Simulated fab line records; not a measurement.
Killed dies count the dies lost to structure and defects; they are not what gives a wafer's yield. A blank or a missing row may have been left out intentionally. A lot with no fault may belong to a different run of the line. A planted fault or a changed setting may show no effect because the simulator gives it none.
Matching of chambers    flow n5Finfet    rieDiel-06 running N5_DUMMY_GATE_ETCH_29: 4 sister chambers
The step etches underlayer in N2/H2, target depth 13 nm. 16 wafers are shown with their chamber, then 8 later ones without.

== EACH WAFER AND ITS CHAMBER ==
wafer   chamber  showerheadPlenumPTorr (Torr)  drypumpMotorCurrentA (A)  throttleValvePct (%)
L078.4  2        2.66                          5.77                      18.00
L078.5  0        2.62                          5.85                      18.12
L078.6  1        2.62                          5.95                      17.85
L081.1  3        2.47                          6.16                      17.95
L081.2  2        2.65                          5.78                      18.03
L081.3  0        2.62                          5.82                      18.10
L081.4  1        2.62                          5.97                      17.85
L081.5  3        2.47                          6.18                      17.92
L081.6  0        2.62                          5.82                      18.12
L085.3  3        2.47                          6.13                      17.95
L085.4  0        2.62                          5.85                      18.12
L085.6  0        2.62                          5.86                      18.12
L087.2  1        2.62                          5.95                      17.88
L087.3  3        2.47                          6.14                      17.95
L087.6  2        2.65                          5.78                      18.04
L088.4  2        2.65                          5.79                      18.06

SIGNATURES, as means of the wafers listed above
reading                chamber 0  chamber 1  chamber 2  chamber 3  scatter within a chamber
showerheadPlenumPTorr  2.6200     2.6200     2.6525     2.4700     0.0025
drypumpMotorCurrentA   5.8400     5.9567     5.7800     6.1525     0.0167
throttleValvePct       18.1160    17.8600    18.0325    17.9425    0.017
Rule: distance of a wafer from a chamber = root of the sum over the readings of ((wafer's reading minus chamber's mean) / reading's scatter) squared. If the next closest chamber is less than 2 further off than the closest, the wafer can't be placed; otherwise it belongs to the closest. How the scatter is found: for the shown wafers, subtract from each reading the mean of its chamber, square and add these, divide the total by (wafers less chambers), then take the root.

== WAFERS WITHOUT THEIR CHAMBER ==
wafer   showerheadPlenumPTorr (Torr)  drypumpMotorCurrentA (A)  throttleValvePct (%)
L088.5  2.65                          5.78                      18.04
L088.6  2.62                          5.96                      17.89
L095.2  2.61                          5.86                      18.16
L095.3  2.64                          5.76                      18.07
L095.5  2.64                          5.76                      18.05
L096.2  2.61                          5.98                      17.91
L096.5  2.61                          5.97                      17.93
L096.6  2.61                          5.84                      18.14

== EACH ONE'S CHAMBER ==
wafer   from the rows above  in truth
L088.5  2                    2
L088.6  1                    1
L095.2  0                    0
L095.3  2                    2
L095.5  2                    2
L096.2  1                    1
L096.5  1                    1
L096.6  0                    0
Placed correctly: 8 of 8. Left unplaced by these rows: 0. Wrongly placed: 0.
